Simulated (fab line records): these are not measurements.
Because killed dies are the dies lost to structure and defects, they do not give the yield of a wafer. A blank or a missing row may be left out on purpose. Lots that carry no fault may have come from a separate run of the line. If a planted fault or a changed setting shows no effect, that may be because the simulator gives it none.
fab line records	flow n5-finfet
[record] lots = 24	wafers = 72	last-day = 19
route steps=1938 shown BEOL_M11@1597 BEOL_M12@1612 BEOL_M13@1671
lots with no fault: from the same line, run without faults
start-h: the number of hours between the record's first day and the start of the first shown wafer of the lot	wait-h: time in hours since the lot's previous step	" repeats the value in the row above	L1.1+2: one row covering several wafers at once	- either no value or no given start	* or withheld: withheld	< > ~ a bound
route shown NAME@n: NAME is a module with steps in the file, n the number in the route of the first one	usual: mean and standard deviation over wafers with no fault	same: alike in all rows	chamber/n: place in a boat	sites: readings site by site	_std_site: how widely they spread, as a standard deviation	_edge_site: the outer-site mean with the inner-site mean subtracted	radius-mm: how far each site lies from the wafer's centre	mask NAME#n: copy n	behind: the most recent tool/chamber to have shaped the wafer	hold: why the lot went on hold/how many hours it stayed there/how the hold came to an end	device: the transistor (n, p or np) that didn't switch	end of line: the tests these same wafers got at the end of their route	a step with no rows: only its recipe	killed: at the first sort, the dies lost to defects and structure; wafer yield is something else	map: a wafer's dies, x killed, . not, _ none there
set.NAME: the setting the step ran with; set.NAME@STEP: the setting that earlier step ran with	model.NAME: the simulator's own value behind a step, which no gauge read
the route's steps for a sample of lots (tables are steps, rows are wafers)
services: a tool's chamber out of use, with start hour (start-h, from the record's first day; less than 0 if before it), hours out, and reason
[[steps]]
[step N5_BEOL_M11_THK_MEAS_53]
[recipe] thk-meas-gauge = xrf	reads = Cu_of_BEOL_M11_ECD_50
[usual] M11_THK = 139.7/2.8
lot.wafer	tool	chamber	start-h	wait-h	M11_THK[nm]
L074.2	film-metro-02	-	224.74	-	137.5
L074.3	"	-	"	"	142.3
L074.5	"	-	"	"	142.4
L076.2	film-metro-02	-	234.96	-	139.4
L076.4	"	-	"	"	135.3
L076.5	"	-	"	"	137.2
L075.3	film-metro-01	-	237.53	-	139.6
L075.5	"	-	"	"	137.7
L075.6	"	-	"	"	138.5
L077.2	film-metro-01	-	251.15	-	140.3
L077.4	"	-	"	"	139.2
L077.5	"	-	"	"	144.3
L079.3	film-metro-02	-	257.03	-	137.0
L079.4	"	-	"	"	136.7
L079.6	"	-	"	"	138.3
L078.1	film-metro-02	-	259.51	-	140.3
L078.3	"	-	"	"	139.0
L078.5	"	-	"	"	145.7
L080.1	film-metro-02	-	262.24	-	145.8
L080.3	"	-	"	"	143.7
L080.4	"	-	"	"	145.0
L081.1	film-metro-01	-	283.84	-	138.9
L081.2	"	-	"	"	142.0
L081.5	"	-	"	"	142.4
L082.1	film-metro-02	-	289.94	-	146.0
L082.3	"	-	"	"	141.9
L082.4	"	-	"	"	144.9
L083.1	film-metro-02	-	301.74	-	140.1
L083.3	"	-	"	"	141.5
L083.6	"	-	"	"	143.8
L084.1	film-metro-01	-	310.07	-	135.4
L084.3	"	-	"	"	138.7
L084.4	"	-	"	"	136.9
L087.3	film-metro-02	-	326.34	-	134.8
L087.5	"	-	"	"	139.1
L087.6	"	-	"	"	136.5
L086.1	film-metro-02	-	327.79	-	136.2
L086.2	"	-	"	"	135.7
L086.6	"	-	"	"	137.8
L085.3	film-metro-01	-	328.46	-	137.8
L085.4	"	-	"	"	140.5
L085.6	"	-	"	"	137.9
L088.1	film-metro-02	-	330.46	-	139.3
L088.3	"	-	"	"	141.8
L088.5	"	-	"	"	138.3
L089.3	film-metro-01	-	332.75	0.2	137.1
L089.5	"	-	"	"	137.0
L089.6	"	-	"	"	141.6
L090.1	film-metro-02	-	333.42	-	139.8
L090.2	"	-	"	"	137.5
L090.4	"	-	"	"	138.0
L091.1	film-metro-01	-	344.78	-	137.8
L091.2	"	-	"	"	136.5
L091.4	"	-	"	"	135.7
L092.1	film-metro-02	-	348.80	-	138.2
L092.2	"	-	"	"	137.4
L092.6	"	-	"	"	135.3
L094.1	film-metro-02	-	354.31	-	141.6
L094.3	"	-	"	"	142.8
L094.4	"	-	"	"	143.3
L093.1	film-metro-02	-	354.93	-	136.3
L093.3	"	-	"	"	136.3
L093.6	"	-	"	"	135.5
L095.1	film-metro-02	-	365.55	-	137.9
L095.2	"	-	"	"	140.6
L095.5	"	-	"	"	141.1
L096.1	film-metro-02	-	390.19	-	137.5
L096.5	"	-	"	"	139.3
L096.6	"	-	"	"	142.6
L097.2	film-metro-02	-	400.00	-	143.4
L097.5	"	-	"	"	144.0
L097.6	"	-	"	"	137.3
[step N5_BEOL_M12_CD_MEAS_10]
[recipe] target-cd-nm = 140	landing-energy-ev = 500	detector = se-inlens	polarity = opening
[usual] cd-nm = 140.8/1.3
lot.wafer	tool	chamber	start-h	wait-h	cd-nm
L074.2	cd-sem-01	0	225.49	-	139.5
L074.3	"	0	"	"	140.1
L074.5	"	0	"	"	139.6
L076.2	cd-sem-01	0	236.27	-	143.0
L076.4	"	0	"	"	141.3
L076.5	"	0	"	"	141.7
L075.3	cd-sem-02	0	238.28	-	142.1
L075.5	"	0	"	"	143.6
L075.6	"	0	"	"	142.1
L077.2	cd-sem-01	0	251.81	-	139.4
L077.4	"	0	"	"	142.0
L077.5	"	0	"	"	141.0
L079.3	cd-sem-03	0	257.70	-	142.6
L079.4	"	0	"	"	141.7
L079.6	"	0	"	"	142.6
L078.1	cd-sem-02	0	260.16	-	140.2
L078.3	"	0	"	"	141.3
L078.5	"	0	"	"	141.8
L080.1	cd-sem-03	0	263.01	-	139.2
L080.3	"	0	"	"	141.1
L080.4	"	0	"	"	140.3
L081.1	cd-sem-03	0	284.63	-	141.2
L081.2	"	0	"	"	141.4
L081.5	"	0	"	"	140.2
L082.1	cd-sem-03	0	290.73	-	143.3
L082.3	"	0	"	"	140.1
L082.4	"	0	"	"	142.1
L083.1	cd-sem-03	0	302.36	-	140.3
L083.3	"	0	"	"	138.9
L083.6	"	0	"	"	140.8
L084.1	cd-sem-03	0	310.82	-	143.5
L084.3	"	0	"	"	141.4
L084.4	"	0	"	"	142.2
L087.3	cd-sem-01	0	327.10	-	140.4
L087.5	"	0	"	"	139.1
L087.6	"	0	"	"	141.7
L086.1	cd-sem-03	0	328.53	-	141.0
L086.2	"	0	"	"	141.2
L086.6	"	0	"	"	139.8
L085.3	cd-sem-01	0	329.21	-	142.5
L085.4	"	0	"	"	140.7
L085.6	"	0	"	"	142.1
L088.1	cd-sem-02	0	331.08	-	139.2
L088.3	"	0	"	"	141.3
L088.5	"	0	"	"	140.7
L089.3	cd-sem-01	0	333.50	-	138.8
L089.5	"	0	"	"	137.7
L089.6	"	0	"	"	140.3
L090.1	cd-sem-02	0	334.05	-	140.2
L090.2	"	0	"	"	138.1
L090.4	"	0	"	"	139.8
L091.1	cd-sem-02	0	345.41	-	141.1
L091.2	"	0	"	"	141.8
L091.4	"	0	"	"	142.9
L092.1	cd-sem-01	0	349.55	-	141.0
L092.2	"	0	"	"	139.6
L092.6	"	0	"	"	139.3
L094.1	cd-sem-01	0	355.06	-	140.4
L094.3	"	0	"	"	140.7
L094.4	"	0	"	"	139.3
L093.1	cd-sem-03	0	355.67	-	142.2
L093.3	"	0	"	"	139.1
L093.6	"	0	"	"	140.2
L095.1	cd-sem-03	0	366.29	-	140.6
L095.2	"	0	"	"	143.9
L095.5	"	0	"	"	142.9
L096.1	cd-sem-03	0	390.89	-	140.7
L096.5	"	0	"	"	141.6
L096.6	"	0	"	"	138.9
L097.2	cd-sem-03	0	400.82	-	140.4
L097.5	"	0	"	"	140.4
L097.6	"	0	"	"	143.1
[step N5_BEOL_M12_OVL_MEAS_29]
[recipe] points-per-wafer = 44
[usual] M12_OVL = 1/5.6
[same] points-per-wafer = 44
lot.wafer	tool	chamber	start-h	wait-h	M12_OVL[nm]
L074.2	overlay-01	0	226.55	0.0	8
L074.3	"	0	"	"	1
L074.5	"	0	"	"	-2
L076.2	overlay-01	0	237.25	0.0	-6
L076.4	"	0	"	"	-3
L076.5	"	0	"	"	1
L075.3	overlay-01	0	239.60	0.0	9
L075.5	"	0	"	"	5
L075.6	"	0	"	"	-7
L077.2	overlay-02	0	252.87	0.0	-2
L077.4	"	0	"	"	-6
L077.5	"	0	"	"	4
L079.3	overlay-01	0	258.77	0.0	-3
L079.4	"	0	"	"	6
L079.6	"	0	"	"	3
L078.1	overlay-01	0	261.24	0.0	-3
L078.3	"	0	"	"	-1
L078.5	"	0	"	"	2
L080.1	overlay-01	0	263.98	0.0	-1
L080.3	"	0	"	"	7
L080.4	"	0	"	"	3
L081.1	overlay-02	0	285.69	0.0	-6
L081.2	"	0	"	"	-19
L081.5	"	0	"	"	-6
L082.1	overlay-01	0	291.80	0.0	-4
L082.3	"	0	"	"	2
L082.4	"	0	"	"	5
L083.1	overlay-01	0	303.31	0.0	-7
L083.3	"	0	"	"	-1
L083.6	"	0	"	"	4
L084.1	overlay-01	0	311.89	0.0	-9
L084.3	"	0	"	"	-2
L084.4	"	0	"	"	6
L087.3	overlay-02	0	328.03	0.0	10
L087.5	"	0	"	"	12
L087.6	"	0	"	"	2
L086.1	overlay-01	0	329.60	0.0	-4
L086.2	"	0	"	"	-2
L086.6	"	0	"	"	-7
L085.3	overlay-02	0	330.27	0.0	4
L085.4	"	0	"	"	7
L085.6	"	0	"	"	12
L088.1	overlay-01	0	332.47	0.0	-3
L088.3	"	0	"	"	0
L088.5	"	0	"	"	-3
L089.3	overlay-02	0	334.44	0.0	-8
L089.5	"	0	"	"	-14
L089.6	"	0	"	"	-1
L090.1	overlay-01	0	334.98	0.0	5
L090.2	"	0	"	"	-1
L090.4	"	0	"	"	1
L091.1	overlay-02	0	346.48	0.0	6
L091.2	"	0	"	"	1
L091.4	"	0	"	"	7
L092.1	overlay-01	0	350.83	0.0	6
L092.2	"	0	"	"	-2
L092.6	"	0	"	"	-1
L094.1	overlay-01	0	356.12	0.0	5
L094.3	"	0	"	"	3
L094.4	"	0	"	"	-9
L093.1	overlay-02	0	356.97	0.0	-7
L093.3	"	0	"	"	6
L093.6	"	0	"	"	-7
L095.1	overlay-01	0	367.36	0.0	1
L095.2	"	0	"	"	7
L095.5	"	0	"	"	-2
L096.1	overlay-01	0	392.48	0.0	6
L096.5	"	0	"	"	8
L096.6	"	0	"	"	2
L097.2	overlay-02	0	401.89	0.0	0
L097.5	"	0	"	"	1
L097.6	"	0	"	"	5
[step N5_BEOL_M12_ANNEAL_48]
[recipe] temp-c = 225	time-s = 90	ambient = N2
[usual] anneal-temp-c-max = 225.86/0.22	wafer_temp_C_max = 226.15/0.24
lot.wafer	tool	chamber	start-h	wait-h	anneal-temp-c-max	wafer_temp_C_max
L074.2	rtp-anneal-01	0	228.72	0.4	226.11	226.22
L074.3	"	0	"	"	225.74	226.00
L074.5	"	0	"	"	226.05	226.46
L076.2	rtp-anneal-01	0	241.22	0.1	225.51	226.10
L076.4	"	0	"	"	225.93	226.64
L076.5	"	0	"	"	226.14	226.10
L075.3	rtp-anneal-02	0	241.58	0.2	226.36	226.12
L075.5	"	0	"	"	226.33	225.90
L075.6	"	0	"	"	226.01	226.11
L077.2	rtp-anneal-01	0	254.60	0.1	226.05	225.99
L077.4	"	0	"	"	225.77	226.42
L077.5	"	0	"	"	225.68	225.93
L079.3	rtp-anneal-02	0	260.35	0.2	226.20	226.07
L079.4	"	0	"	"	225.84	225.83
L079.6	"	0	"	"	225.92	226.38
L078.1	rtp-anneal-02	0	262.90	0.2	225.44	226.12
L078.3	"	0	"	"	225.80	225.90
L078.5	"	0	"	"	225.72	225.96
L080.1	rtp-anneal-01	0	267.90	0.1	225.60	226.06
L080.3	"	0	"	"	225.83	226.80
L080.4	"	0	"	"	225.68	226.18
L081.1	rtp-anneal-01	0	289.08	0.1	225.92	226.33
L081.2	"	0	"	"	225.65	226.52
L081.5	"	0	"	"	225.86	226.23
L082.1	rtp-anneal-01	0	300.61	0.1	225.70	226.05
L082.3	"	0	"	"	225.99	226.20
L082.4	"	0	"	"	226.06	226.43
L083.1	rtp-anneal-01	0	307.05	0.1	225.88	226.24
L083.3	"	0	"	"	225.71	226.56
L083.6	"	0	"	"	225.64	226.12
L084.1	rtp-anneal-01	0	313.54	0.1	226.30	226.69
L084.3	"	0	"	"	225.99	226.08
L084.4	"	0	"	"	225.97	225.95
L087.3	rtp-anneal-02	0	332.59	0.2	226.06	225.96
L087.5	"	0	"	"	225.80	226.12
L087.6	"	0	"	"	226.03	226.48
L086.1	rtp-anneal-02	0	332.77	0.4	226.16	225.98
L086.2	"	0	"	"	226.00	226.14
L086.6	"	0	"	"	226.50	225.85
L085.3	rtp-anneal-01	0	333.18	0.4	225.68	226.14
L085.4	"	0	"	"	225.88	225.78
L085.6	"	0	"	"	225.93	226.18
L088.1	rtp-anneal-01	0	335.80	0.1	225.64	226.17
L088.3	"	0	"	"	225.91	226.35
L088.5	"	0	"	"	225.93	225.90
L089.3	rtp-anneal-01	0	337.19	0.2	225.73	226.41
L089.5	"	0	"	"	225.89	226.07
L089.6	"	0	"	"	225.74	226.14
L090.1	rtp-anneal-01	0	337.60	0.1	225.87	226.55
L090.2	"	0	"	"	226.23	226.45
L090.4	"	0	"	"	225.78	226.11
L091.1	rtp-anneal-02	0	351.15	0.3	226.17	226.12
L091.2	"	0	"	"	226.13	226.05
L091.4	"	0	"	"	226.30	225.79
L092.1	rtp-anneal-01	0	355.02	0.3	225.66	225.91
L092.2	"	0	"	"	225.62	225.77
L092.6	"	0	"	"	225.88	225.92
L094.1	rtp-anneal-01	0	359.17	0.1	225.62	226.24
L094.3	"	0	"	"	225.80	226.13
L094.4	"	0	"	"	225.90	226.15
L093.1	rtp-anneal-02	0	360.05	0.1	225.92	226.34
L093.3	"	0	"	"	226.09	226.03
L093.6	"	0	"	"	225.70	225.96
L095.1	rtp-anneal-02	0	371.16	0.9	226.16	225.81
L095.2	"	0	"	"	225.67	226.14
L095.5	"	0	"	"	225.80	226.47
L096.1	rtp-anneal-01	0	395.36	0.1	225.97	225.98
L096.5	"	0	"	"	225.73	226.01
L096.6	"	0	"	"	225.71	225.97
L097.2	rtp-anneal-01	0	404.30	0.1	225.47	226.32
L097.5	"	0	"	"	225.67	226.13
L097.6	"	0	"	"	225.77	226.31
[step N5_BEOL_M13_INSPECT_12]
[recipe] mode = adi	inspect-instrument = macro
[usual] raw-defect-count = 2.1/1.3
lot.wafer	tool	chamber	start-h	wait-h	raw-defect-count
L074.2	defect-inspect-02	-	230.12	0.0	1
L074.3	"	-	"	"	5
L074.5	"	-	"	"	3
L076.2	defect-inspect-01	-	242.47	0.0	0
L076.4	"	-	"	"	3
L076.5	"	-	"	"	2
L075.3	defect-inspect-02	-	242.92	0.0	3
L075.5	"	-	"	"	3
L075.6	"	-	"	"	2
L077.2	defect-inspect-02	-	255.93	0.0	1
L077.4	"	-	"	"	4
L077.5	"	-	"	"	3
L079.3	defect-inspect-01	-	261.93	0.0	1
L079.4	"	-	"	"	4
L079.6	"	-	"	"	2
L078.1	defect-inspect-02	-	264.41	0.0	3
L078.3	"	-	"	"	1
L078.5	"	-	"	"	3
L080.1	defect-inspect-01	-	269.44	0.0	0
L080.3	"	-	"	"	2
L080.4	"	-	"	"	4
L081.1	defect-inspect-02	-	290.37	0.0	1
L081.2	"	-	"	"	0
L081.5	"	-	"	"	1
L082.1	defect-inspect-01	-	301.89	0.0	1
L082.3	"	-	"	"	3
L082.4	"	-	"	"	2
L083.1	defect-inspect-01	-	308.35	0.0	5
L083.3	"	-	"	"	3
L083.6	"	-	"	"	4
L084.1	defect-inspect-02	-	322.41	0.0	3
L084.3	"	-	"	"	0
L084.4	"	-	"	"	4
L087.3	defect-inspect-02	-	333.79	0.0	2
L087.5	"	-	"	"	3
L087.6	"	-	"	"	3
L086.1	defect-inspect-02	-	334.19	0.0	3
L086.2	"	-	"	"	2
L086.6	"	-	"	"	2
L085.3	defect-inspect-01	-	334.51	0.0	5
L085.4	"	-	"	"	4
L085.6	"	-	"	"	1
L088.1	defect-inspect-02	-	337.21	0.0	4
L088.3	"	-	"	"	0
L088.5	"	-	"	"	0
L089.3	defect-inspect-02	-	338.52	0.0	1
L089.5	"	-	"	"	4
L089.6	"	-	"	"	0
L090.1	defect-inspect-01	-	338.89	0.0	2
L090.2	"	-	"	"	1
L090.4	"	-	"	"	2
L091.1	defect-inspect-01	-	352.58	0.0	0
L091.2	"	-	"	"	1
L091.4	"	-	"	"	3
L092.1	defect-inspect-01	-	356.37	0.0	1
L092.2	"	-	"	"	1
L092.6	"	-	"	"	0
L094.1	defect-inspect-01	-	360.47	0.0	4
L094.3	"	-	"	"	3
L094.4	"	-	"	"	3
L093.1	defect-inspect-01	-	361.35	0.0	1
L093.3	"	-	"	"	1
L093.6	"	-	"	"	2
L095.1	defect-inspect-02	-	372.58	0.0	2
L095.2	"	-	"	"	3
L095.5	"	-	"	"	6
L096.1	defect-inspect-02	-	396.69	0.0	3
L096.5	"	-	"	"	0
L096.6	"	-	"	"	1
L097.2	defect-inspect-02	-	405.64	0.0	0
L097.5	"	-	"	"	2
L097.6	"	-	"	"	3
[step N5_BEOL_M13_ETCH_67]
[recipe] chemistry = CF4	target = SiARC	target-depth-a = 1430	time-s = 238.3	ion-energy-ev = 80	pressure-mtorr = 40	source-w = 545	bias-w = 36	Ar_flow_sccm = 100	cf4-flow-sccm = 100	ends = cleared
[usual] bias-w = 36.01/0.1	drypump-motor-current-A = 5.8/0.42	etch-rf-on-time-s = 239/4	oes-product-au = 0.64/0.054	rf-vpp-V = 184.2/0.95	showerhead-plenum-p-Torr = 2.16/0.053	throttle-valve-pct = 15.69/0.16
lot.wafer	tool	chamber	start-h	wait-h	bias-w	drypump-motor-current-A	etch-rf-on-time-s	oes-product-au	rf-hours-counter-h	rf-vpp-V	showerhead-plenum-p-Torr	throttle-valve-pct
L074.2	rie-diel-03	3	231.41	0.0	36.01	5.6	239	0.58	224	183.7	2.11	15.78
L074.3	"	1	"	"	36.11	6.0	232	0.73	52	183.1	2.09	15.42
L074.5	"	2	"	"	36.16	5.4	234	0.64	-	183.0	2.13	15.51
L076.2	rie-diel-05	3	243.96	0.0	35.89	5.7	236	0.70	71	186.0	2.25	15.58
L076.4	"	0	"	"	36.11	5.2	244	0.66	105	182.3	2.16	15.81
L076.5	"	0	"	"	36.14	5.2	243	0.67	-	184.2	2.16	15.81
L075.3	rie-diel-04	0	244.06	0.0	36.05	5.5	235	0.70	81	185.1	2.25	15.41
L075.5	"	2	"	"	36.13	6.5	242	0.61	-	184.7	2.12	15.62
L075.6	"	3	"	"	35.93	6.4	243	0.59	-	183.8	2.13	15.61
L077.2	rie-diel-04	0	257.10	0.0	35.91	5.4	237	0.70	84	185.0	2.25	15.42
L077.4	"	3	"	"	36.04	6.4	244	0.59	196	183.8	2.13	15.63
L077.5	"	1	"	"	35.80	6.2	241	0.63	-	184.3	2.13	15.84
L079.3	rie-diel-03	3	263.07	0.0	36.09	5.6	241	0.58	234	184.8	2.11	15.80
L079.4	"	2	"	"	35.88	5.5	237	0.62	204	185.3	2.12	15.54
L079.6	"	1	"	"	36.06	6.0	233	0.73	-	183.6	2.09	15.44
L078.1	rie-diel-04	2	265.43	0.0	36.00	6.5	241	0.61	227	183.5	2.12	15.62
L078.3	"	0	"	"	36.02	5.4	237	0.71	87	184.9	2.25	15.44
L078.5	"	2	"	"	35.90	6.5	242	0.61	-	184.0	2.12	15.62
L080.1	rie-diel-05	2	270.45	0.0	35.99	5.7	245	0.60	226	184.0	2.20	15.94
L080.3	"	3	"	"	36.00	5.7	233	0.70	78	185.6	2.24	15.57
L080.4	"	0	"	"	36.04	5.2	242	0.65	113	185.3	2.15	15.82
L081.1	rie-diel-05	2	291.51	0.0	36.05	5.7	242	0.60	232	185.5	2.20	15.95
L081.2	"	0	"	"	35.92	5.2	242	0.65	119	183.9	2.15	15.81
L081.5	"	0	"	"	35.91	5.2	241	0.66	-	184.3	2.15	15.81
L082.1	rie-diel-04	2	302.95	0.0	36.13	6.5	241	0.59	238	184.8	2.11	15.64
L082.3	"	3	"	"	36.07	6.4	244	0.58	204	183.7	2.12	15.62
L082.4	"	1	"	"	35.99	6.2	241	0.61	180	184.2	2.13	15.85
L083.1	rie-diel-05	3	309.36	0.0	35.90	5.7	232	0.69	90	185.9	2.24	15.61
L083.3	"	1	"	"	36.04	5.8	241	0.60	205	185.2	2.21	15.76
L083.6	"	2	"	"	36.06	5.7	242	0.60	-	185.0	2.20	15.96
L084.1	rie-diel-04	1	323.58	0.0	36.11	6.2	241	0.62	187	183.3	2.13	15.87
L084.3	"	0	"	"	35.93	5.4	234	0.69	102	185.6	2.24	15.46
L084.4	"	2	"	"	36.03	6.5	240	0.60	244	183.1	2.11	15.66
L087.3	rie-diel-05	2	334.80	0.0	36.00	5.7	245	0.59	243	184.1	2.19	15.96
L087.5	"	0	"	"	35.91	5.2	243	0.64	-	185.0	2.15	15.85
L087.6	"	1	"	"	35.84	5.8	239	0.60	-	184.6	2.21	15.79
L086.1	rie-diel-05	1	335.34	0.0	36.06	5.8	239	0.59	213	184.0	2.20	15.77
L086.2	"	3	"	"	36.03	5.8	233	0.68	98	185.8	2.24	15.63
L086.6	"	3	"	"	35.99	5.7	230	0.68	-	186.0	2.24	15.63
L085.3	rie-diel-03	2	335.65	0.0	36.00	5.5	236	0.61	224	184.0	2.12	15.56
L085.4	"	2	"	"	36.08	5.5	236	0.61	-	184.0	2.12	15.56
L085.6	"	0	"	"	36.09	6.4	240	0.60	-	183.6	2.11	15.77
L088.1	rie-diel-05	3	338.23	0.0	35.96	5.7	235	0.67	100	185.4	2.24	15.64
L088.3	"	0	"	"	36.12	5.2	240	0.64	135	184.7	2.15	15.86
L088.5	"	1	"	"	35.92	5.8	240	0.59	-	185.0	2.20	15.79
L089.3	rie-diel-04	3	339.66	0.0	35.98	6.4	246	0.58	215	183.6	2.12	15.65
L089.5	"	1	"	"	35.94	6.2	244	0.62	-	183.9	2.13	15.88
L089.6	"	0	"	"	36.10	5.4	239	0.68	-	185.9	2.24	15.45
L090.1	rie-diel-03	0	340.06	0.0	35.91	6.4	238	0.59	249	182.7	2.10	15.78
L090.2	"	2	"	"	36.05	5.4	238	0.60	226	182.2	2.12	15.58
L090.4	"	0	"	"	35.94	6.3	237	0.59	-	184.0	2.10	15.77
L091.1	rie-diel-05	1	353.60	0.0	35.92	5.8	238	0.59	219	184.6	2.20	15.79
L091.2	"	3	"	"	36.02	5.7	233	0.68	105	184.7	2.23	15.66
L091.4	"	0	"	"	36.12	5.2	240	0.64	-	184.8	2.14	15.86
L092.1	rie-diel-04	0	357.51	0.0	36.17	5.3	236	0.67	114	185.0	2.24	15.48
L092.2	"	3	"	"	35.87	6.5	242	0.57	221	184.5	2.12	15.68
L092.6	"	1	"	"	35.93	6.2	243	0.60	-	184.2	2.12	15.90
L094.1	rie-diel-03	1	361.48	0.0	36.25	6.0	232	0.69	91	182.5	2.08	15.51
L094.3	"	2	"	"	36.06	5.5	235	0.61	236	182.6	2.11	15.60
L094.4	"	2	"	"	36.02	5.5	237	0.60	-	184.4	2.11	15.59
L093.1	rie-diel-04	3	362.36	0.0	35.95	6.5	244	0.57	224	182.8	2.12	15.66
L093.3	"	1	"	"	35.99	6.2	241	0.61	201	183.7	2.12	15.90
L093.6	"	1	"	"	36.07	6.2	243	0.61	-	183.4	2.12	15.91
L095.1	rie-diel-05	0	373.65	0.0	36.07	5.2	245	0.63	149	182.9	2.14	15.89
L095.2	"	3	"	"	35.99	5.7	234	0.67	113	185.1	2.23	15.67
L095.5	"	1	"	"	35.79	5.8	244	0.59	-	184.0	2.20	15.82
L096.1	rie-diel-04	3	398.17	0.0	36.14	6.5	247	0.57	235	185.6	2.11	15.70
L096.5	"	1	"	"	36.23	6.1	246	0.60	-	182.5	2.12	15.92
L096.6	"	0	"	"	36.01	5.4	240	0.66	-	184.9	2.23	15.51
L097.2	rie-diel-05	0	406.81	0.0	36.01	5.2	242	0.63	156	183.1	2.14	15.90
L097.5	"	1	"	"	36.10	5.8	241	0.57	-	184.6	2.20	15.81
L097.6	"	2	"	"	36.14	5.7	238	0.81	-	184.0	2.19	15.49
[[services]]
tool	chamber	start-h	hours	kind
rie-diel-03	1	235.73	2.8	repair
rie-diel-03	-	252.66	2.8	pm
rie-diel-04	3	264.39	11.2	repair
rie-diel-04	0	290.08	9.8	repair
rie-diel-03	3	308.45	5.8	repair
rie-diel-05	2	328.85	3.0	repair
rie-diel-03	3	334.88	-	clean
rie-diel-03	3	334.88	-	consumable-replace:esc
rie-diel-03	3	334.88	-	consumable-replace:focus-ring
rie-diel-03	3	334.88	25.6	scheduled-down
rie-diel-03	3	334.88	25.6	vent-cycle
rie-diel-05	1	340.18	4.2	repair
rie-diel-04	2	349.86	-	clean
rie-diel-04	2	349.86	-	consumable-replace:focus-ring
rie-diel-04	2	349.86	25.0	scheduled-down
rie-diel-04	2	349.86	25.0	vent-cycle
rie-diel-05	2	352.59	-	clean
rie-diel-05	2	352.59	-	consumable-replace:focus-ring
rie-diel-05	2	352.59	24.2	scheduled-down
rie-diel-05	2	352.59	24.2	vent-cycle
rie-diel-03	0	355.67	52.1	repair
[[key]]
fault none
